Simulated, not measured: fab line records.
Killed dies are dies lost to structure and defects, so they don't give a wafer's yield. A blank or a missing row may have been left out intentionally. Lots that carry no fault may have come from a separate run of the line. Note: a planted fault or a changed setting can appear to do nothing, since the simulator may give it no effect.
Chamber matching	flow n5_finfet	N5_DUMMY_GATE_STRIP_41 on rie_diel-05 has 4 sister chambers
The step strips in O2. 8 wafers are shown with their chamber, then 9 later ones without.

## WAFERS, EACH WITH ITS CHAMBER
wafer	chamber	showerhead_plenum_p_Torr (Torr)	drypump_motor_current_A (A)
L077.2	0	2.08	5.83
L085.2	0	2.08	5.81
L086.3	3	2.02	6.00
L086.4	2	2.24	5.81
L086.6	1	2.08	5.66
L089.1	2	2.24	5.82
L089.3	1	2.08	5.68
L089.4	3	2.01	6.00

## WAFERS WITHOUT THEIR CHAMBER
wafer	showerhead_plenum_p_Torr (Torr)	drypump_motor_current_A (A)
L091.1	2.07	5.82
L091.4	2.08	5.67
L091.5	2.01	5.99
L094.2	2.07	5.81
L094.3	2.01	6.00
L094.6	2.01	6.01
L097.2	2.07	5.81
L097.4	2.08	5.67
L097.5	2.01	5.99

## EACH ONE'S CHAMBER
wafer	from the rows above	in truth
L091.1	0	0
L091.4	1	1
L091.5	3	3
L094.2	0	0
L094.3	3	3
L094.6	3	3
L097.2	0	0
L097.4	1	1
L097.5	3	3
Correctly placed: 9 of 9. Not placeable from these rows: 0. Wrongly placed: 0.
How it was worked out, from the rows above alone: a wafer's distance from a chamber is the root of the sum, over the readings, of the square of ((its reading less the chamber's mean) divided by the reading's scatter). If the next closest chamber is less than 2 further off than the closest, the wafer can't be placed; otherwise it belongs to the closest. Each chamber's mean is taken over the wafers shown for it. The scatter: take each reading less its chamber's mean, square it, sum over the shown wafers, divide by the number of wafers less the number of chambers, and take the root.
